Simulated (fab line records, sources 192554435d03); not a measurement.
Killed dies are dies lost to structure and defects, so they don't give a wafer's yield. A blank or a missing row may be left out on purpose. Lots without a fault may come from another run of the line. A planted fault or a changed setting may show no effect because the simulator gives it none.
fab line records | flow n5_finfet
record lots=9 wafers=25 last_day=19
route steps=1938 shown WELL_APT@50 FIN_SAQP@97 BEOL_M4@1111
lots that met no fault: from a run of the same line without faults
start_h: hours from the record's first day to the start of the lot's first wafer shown | wait_h: hours since the lot's step before | " the same as in the row above | L1.1+2: a row that stands for several wafers | - no value, or no start given | * or withheld: withheld | < > ~ a bound
route shown NAME@n: a module of which the file shows steps, and the number in the route of the first | usual: mean/standard deviation of fault-free wafers | same: alike in all rows | chamber/n: place in a boat | sites: the reading at each site | _std_site: their standard deviation | _edge_site: outer sites' mean less inner sites' | radius_mm: how far each site lies from the wafer's centre | mask NAME#n: copy n | behind: the tool/chamber that last shaped the wafer | hold: why the lot was held/for how many hours/how that ended | device: the transistor (n, p or np) that didn't switch | end of line: the same wafers' tests at the end of the route | a step without rows: its recipe alone | killed: dies lost to structure and defects at the first sort, not the wafer's yield | map: a wafer's dies, x killed, . not, _ none there
set.NAME: the setting as run; set.NAME@STEP: as run at that earlier step | model.NAME: the simulator's own value behind a step, which no gauge read
steps of the route over a sample of lots; a table a step, a row a wafer
services: from which hour (start_h, from the record's first day; less than 0 if before it) a tool's chamber was out of use, for how many hours, and why
## steps
# step N5_WELL_APT_RTA_34
# recipe temp_c=1000 time_s=10 ambient=N2 idle_temp_c=600 ramp_up_c_per_s=150 ramp_down_c_per_s=60 cool_to_c=600
# usual anneal_temp_c_max=1004.5/1.9 lamp_power_pct=13.01/0.048 lamp_zone_2_pct=12.997/0.028 lamp_zone_6_pct=12.925/0.028 wafer_temp_C_max=1003.6/1.1
# columns lot.wafer tool chamber start_h wait_h anneal_temp_c_max lamp_power_pct lamp_zone_2_pct lamp_zone_6_pct wafer_temp_C_max
L737.4 rtp_anneal-01 0 34.34 0.1 1002.6 13.02 12.966 12.873 1004.4
L737.5 " 0 " " 1003.3 13.03 13.017 12.916 1002.2
L737.6 " 0 " " 1003.0 12.96 12.971 12.926 1003.2
L738.1 rtp_anneal-02 0 40.53 0.4 1006.0 13.10 12.968 12.953 1003.2
L738.3 " 0 " " 1006.0 13.01 12.977 12.925 1004.1
L738.4 " 0 " " 1003.9 13.06 13.024 12.932 1003.5
L740.2 rtp_anneal-01 0 51.86 0.0 1004.6 13.09 12.976 12.887 1004.4
L740.3 " 0 " " 1002.8 13.05 12.973 12.909 1003.0
L740.6 " 0 " " 1003.1 12.96 12.940 12.906 1005.7
L747.2 rtp_anneal-02 0 94.41 0.4 1007.0 13.02 12.979 12.943 1003.1
L747.4 " 0 " " 1005.3 12.97 12.954 12.937 1004.5
L747.5 " 0 " " 1005.1 13.07 12.926 12.895 1003.5
L749.4 rtp_anneal-02 0 105.98 0.2 1005.7 13.04 13.046 12.908 1004.8
L749.5 " 0 " " 1007.5 12.90 13.034 12.908 1003.6
L750.2 rtp_anneal-01 0 112.00 0.0 1003.5 13.04 12.996 12.983 1003.2
L750.4 " 0 " " 1002.2 12.99 12.980 12.964 1003.3
L751.1 rtp_anneal-01 0 117.84 0.0 1003.6 12.98 12.987 12.930 1003.4
L751.3 " 0 " " 1003.6 13.06 12.954 12.927 1002.4
L751.6 " 0 " " 1002.1 12.97 13.013 12.918 1003.6
L756.4 rtp_anneal-02 0 148.20 0.3 1005.9 12.99 12.952 12.914 1001.3
L756.5 " 0 " " 1006.2 13.02 12.956 12.887 1003.2
L756.6 " 0 " " 1004.8 13.05 13.000 12.911 1004.0
L757.1 rtp_anneal-01 0 154.39 0.0 1003.8 12.99 13.009 12.894 1006.8
L757.3 " 0 " " 1003.0 13.07 12.998 12.899 1004.1
L757.6 " 0 " " 1002.6 13.02 12.958 12.921 1003.2
# step N5_FIN_SAQP_THK_MEAS_05
# usual thk_nm=37.8/0.51
# columns lot.wafer tool chamber start_h wait_h thk_nm
L737.4 film_metro-02 - 40.66 0.0 38.4
L737.5 " - " " 38.7
L737.6 " - " " 39.0
L738.1 film_metro-01 - 46.48 0.1 38.3
L738.3 " - " " 38.4
L738.4 " - " " 38.9
L740.2 film_metro-01 - 57.24 0.1 37.7
L740.3 " - " " 37.8
L740.6 " - " " 38.2
L747.2 film_metro-02 - 99.76 0.1 37.3
L747.4 " - " " 37.6
L747.5 " - " " 37.6
L749.4 film_metro-02 - 111.54 0.0 38.0
L749.5 " - " " 38.0
L750.2 film_metro-02 - 116.88 0.1 37.1
L750.4 " - " " 37.5
L751.1 film_metro-01 - 123.33 0.1 37.5
L751.3 " - " " 37.5
L751.6 " - " " 38.3
L756.4 film_metro-01 - 153.52 0.0 38.1
L756.5 " - " " 37.8
L756.6 " - " " 38.1
L757.1 film_metro-01 - 161.11 0.1 38.1
L757.3 " - " " 38.3
L757.6 " - " " 38.6
# step N5_FIN_SAQP_PECVD_47
# recipe material=a-Si target_thk_a=450 temp_c=400 precursor=SiH4/He pressure_torr=3 rf_w=100 time_s=36.3
# usual heater_power_w=799/110 run_length_s=72.8/0.52 showerhead_plenum_p_Torr=5.65/0.047 throttle_valve_pct=18.3/0.81
# columns lot.wafer tool chamber start_h wait_h heater_power_w run_length_s showerhead_plenum_p_Torr throttle_valve_pct
L737.4 pecvd-03 0 40.71 0.1 711 72.1 5.63 20.1
L737.5 " 1 " " 885 73.1 5.68 19.0
L737.6 " 2 " " 1020 72.2 5.66 17.3
L738.1 pecvd-02 2 46.52 0.0 669 73.5 5.57 18.0
L738.3 " 0 " " 745 72.6 5.67 17.3
L738.4 " 2 " " 677 73.4 5.57 18.2
L740.2 pecvd-02 0 57.27 0.0 793 73.0 5.69 17.3
L740.3 " 1 " " 786 72.8 5.64 19.2
L740.6 " 2 " " 629 73.1 5.54 18.0
L747.2 pecvd-02 1 99.79 0.0 866 49.9 5.66 19.0
L747.4 " 2 " " 619 73.2 5.57 18.3
L747.5 " 1 " " 838 50.4 5.64 19.0
L749.4 pecvd-02 1 111.59 0.1 843 73.2 5.64 19.0
L749.5 " 0 " " 755 49.6 5.70 17.4
L750.2 pecvd-02 1 116.91 0.0 780 49.8 5.64 19.3
L750.4 " 1 " " 760 72.9 5.65 19.3
L751.1 pecvd-04 0 123.36 0.0 943 73.0 5.71 18.2
L751.3 " 1 " " 788 72.6 5.70 18.7
L751.6 " 2 " " 829 72.8 5.65 17.5
L756.4 pecvd-04 0 153.58 0.1 902 73.0 5.70 18.0
L756.5 " 1 " " 723 71.9 5.72 18.8
L756.6 " 2 " " 852 72.5 5.65 17.7
L757.1 pecvd-04 1 161.15 0.0 807 72.3 5.70 18.7
L757.3 " 2 " " 765 72.7 5.64 17.5
L757.6 " 2 " " 768 73.2 5.66 17.7
# step N5_FIN_SAQP_INSPECT_18
# recipe mode=adi inspect_instrument=brightfield
# usual raw_defect_count=460/120
# columns lot.wafer tool chamber start_h wait_h raw_defect_count
L737.4 defect_inspect-01 - 41.29 0.0 543
L737.5 " - " " 508
L737.6 " - " " 449
L738.1 defect_inspect-01 - 47.11 0.0 650
L738.3 " - " " 283
L738.4 " - " " 319
L740.2 defect_inspect-01 - 57.87 0.0 419
L740.3 " - " " 423
L740.6 " - " " 521
L747.2 defect_inspect-01 - 100.39 0.0 429
L747.4 " - " " 436
L747.5 " - " " 285
L749.4 defect_inspect-02 - 112.29 0.0 632
L749.5 " - " " 428
L750.2 defect_inspect-01 - 117.63 0.0 454
L750.4 " - " " 703
L751.1 defect_inspect-02 - 124.08 0.0 353
L751.3 " - " " 426
L751.6 " - " " 437
L756.4 defect_inspect-01 - 154.17 0.0 355
L756.5 " - " " 529
L756.6 " - " " 622
L757.1 defect_inspect-01 - 161.87 0.0 682
L757.3 " - " " 470
L757.6 " - " " 392
# step N5_FIN_SAQP_MANDREL_ETCH_58
# recipe chemistry=HBr/Cl2 target=a-Si target_depth_a=450 bt_time_s=10 stop_on=SiNx mask_material=SiO2 over_etch_frac=0.8 time_s=27 pressure_mtorr=10 icp_w=800 bias_w=75 HBr_flow_sccm=150 Cl2_flow_sccm=80 ends=end_point
# usual drypump_motor_current_A=5.6/0.48 oes_product_au=0.695/0.011 throttle_valve_pct=35.59/0.25
# columns lot.wafer tool chamber start_h wait_h drypump_motor_current_A oes_product_au rf_hours_counter_h throttle_valve_pct
L737.4 rie_si-02 3 43.62 0.0 6.0 0.685 74 35.50
L737.5 " 3 " " 6.0 0.697 - 35.49
L737.6 " 2 " " 5.5 0.698 - 36.00
L738.1 rie_si-06 2 49.43 0.0 6.1 0.691 104 35.34
L738.3 " 3 " " 6.2 0.696 46 35.58
L738.4 " 0 " " 4.9 0.709 204 35.99
L740.2 rie_si-02 1 64.41 0.0 6.0 0.704 142 35.49
L740.3 " 3 " " 6.0 0.686 74 35.51
L740.6 " 0 " " 5.7 0.707 - 35.80
L747.2 rie_si-02 1 102.65 0.0 6.0 0.464 143 35.98
L747.4 " 0 " " 5.7 0.709 99 35.81
L747.5 " 2 " " 5.5 0.454 - 36.45
L749.4 rie_si-02 3 114.79 0.0 6.0 0.699 75 35.49
L749.5 " 3 " " 6.0 0.458 - 35.97
L750.2 rie_si-01 2 120.48 0.0 5.4 0.448 106 35.94
L750.4 " 0 " " 6.1 0.709 156 35.70
L751.1 rie_si-01 3 127.06 0.0 4.7 0.691 41 35.81
L751.3 " 1 " " 5.7 0.693 20 35.46
L751.6 " 1 " " 5.7 0.700 - 35.45
L756.4 rie_si-01 0 156.41 0.0 6.2 0.708 157 35.70
L756.5 " 2 " " 5.3 0.681 - 35.46
L756.6 " 3 " " 4.7 0.701 - 35.78
L757.1 rie_si-06 0 165.51 0.0 4.9 0.687 2 36.08
L757.3 " 2 " " 6.1 0.686 106 35.36
L757.6 " 3 " " 6.2 0.686 - 35.57
# step N5_BEOL_M4_RC_MEAS_101
# usual DIBL_N=36.2/1.2 DIBL_P=36.3/1.3 IOFF_N=0.155/0.019 IOFF_P=0.210/0.029 ION_N=677/8.6 ION_P=465/6.8 SS_N=71.4/0.48 SS_P=73.2/0.53 VT_N=249.9/2.4 VT_P=-250/3.2
# columns lot.wafer tool chamber start_h wait_h DIBL_N[mV/V] DIBL_P[mV/V] IOFF_N[nA/um] IOFF_P[nA/um] ION_N[uA/um] ION_P[uA/um] SS_N[mV/dec] SS_P[mV/dec] VT_N[mV] VT_P[mV]
L737.4 prober-01 0 188.14 0.5 34.5 35.1 0.138 0.196 682 470 70.4 73.4 250.0 -249
L737.5 " 0 " " 34.6 34.9 0.140 0.194 670 465 70.7 72.7 251.1 -251
L737.6 " 0 " " 34.0 34.1 0.121 0.177 664 456 70.3 72.9 253.0 -254
L738.1 prober-02 0 199.88 0.0 35.7 36.0 0.144 0.215 671 463 71.6 73.4 251.6 -249
L738.3 " 0 " " 37.4 38.4 0.182 0.245 678 469 70.9 74.0 246.6 -247
L738.4 " 0 " " 37.0 37.4 0.166 0.222 666 464 71.0 73.7 249.5 -248
L740.2 prober-02 0 216.28 0.2 35.7 36.7 0.176 0.239 682 470 71.8 72.9 251.2 -250
L740.3 " 0 " " 34.8 35.9 0.147 0.219 680 474 70.9 74.0 250.3 -252
L740.6 " 0 " " 33.7 34.1 0.128 0.190 681 467 70.7 73.0 250.1 -250
L749.4 prober-01 0 265.80 0.5 36.3 37.1 0.175 0.266 696 479 71.9 73.7 247.8 -247
L749.5 " 0 " " 36.7 37.1 0.172 0.257 686 478 71.8 73.1 245.8 -246
L747.2 prober-01 0 268.20 0.2 37.0 35.5 0.158 0.207 678 463 71.4 73.4 250.1 -250
L747.4 " 0 " " 35.7 34.1 0.138 0.196 683 472 71.5 72.2 250.8 -245
L747.5 " 0 " " 39.4 38.0 0.196 0.252 681 469 71.9 73.3 247.5 -245
L750.2 prober-01 0 280.87 0.2 34.9 35.2 0.129 0.162 666 449 71.6 72.5 256.9 -258
L750.4 " 0 " " 35.7 36.4 0.152 0.187 672 453 72.4 73.1 251.7 -254
L751.1 prober-02 0 292.39 0.0 38.3 36.4 0.164 0.178 679 460 70.9 73.2 250.1 -255
L751.3 " 0 " " 38.5 36.8 0.166 0.186 676 451 71.7 73.6 251.8 -254
L751.6 " 0 " " 37.0 35.2 0.143 0.159 678 459 71.3 72.5 249.1 -256
L757.1 prober-02 0 322.78 0.0 35.4 33.4 0.128 0.159 657 451 70.9 72.4 252.2 -254
L757.3 " 0 " " 36.9 35.5 0.159 0.188 673 459 71.7 72.8 250.4 -251
L757.6 " 0 " " 37.4 36.0 0.164 0.199 674 458 71.9 73.6 249.7 -252
L756.4 prober-02 0 329.51 0.5 36.7 36.1 0.170 0.206 676 466 71.5 73.0 247.0 -251
L756.5 " 0 " " 36.6 35.9 0.166 0.199 676 461 70.6 73.5 250.3 -252
L756.6 " 0 " " 37.7 38.0 0.184 0.240 690 471 72.1 73.9 245.6 -249
## services
# columns tool chamber start_h hours kind
pecvd-02 1 10.68 6.4 repair
pecvd-04 2 11.37 2.1 scheduled_down
rie_si-02 3 27.73 6.7 repair
rie_si-02 3 38.60 2.0 repair
rie_si-06 0 51.06 - clean
rie_si-06 0 51.06 19.7 scheduled_down
rie_si-06 0 51.06 19.7 vent_cycle
rie_si-02 2 75.73 - clean
rie_si-02 2 75.73 13.4 scheduled_down
rie_si-02 2 75.73 13.4 vent_cycle
rie_si-06 1 90.62 10.5 repair
rie_si-06 - 90.73 0.3 repair
rie_si-06 3 95.15 22.9 repair
pecvd-03 2 103.70 5.5 scheduled_down
rie_si-06 0 105.77 2.3 repair
pecvd-04 0 106.70 2.1 scheduled_down
rie_si-06 0 129.46 5.0 repair
rtp_anneal-01 - 145.39 6.2 pm
pecvd-04 - 158.24 2.8 pm
rie_si-02 - 161.79 2.8 pm
## key
first_sign step=N5_FIN_SAQP_PECVD_47 reading=run_length_s direction=down sigmas=44 usual=* struck=*
effect step=N5_FIN_SAQP_MANDREL_ETCH_58 reading=oes_product_au direction=down sigmas=23 usual=0.695 struck=0.456
met_at N5_FIN_SAQP_PECVD_47
struck_lots L747,L749,L750
struck_wafers L747.2,L747.5,L749.5,L750.2
not_acting_at N5_WELL_APT_RTA_34,N5_FIN_SAQP_THK_MEAS_05,N5_FIN_SAQP_INSPECT_18
onset_between 57.27 99.79
fault kind=process_parameter_drift tool=pecvd-02 chamber=- onset_h=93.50 steps=N5_FIN_SAQP_PECVD_47 channel=time_s offset=* shape=step end_h=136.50 scope=struck_wafers_only acts_in=* stated=*
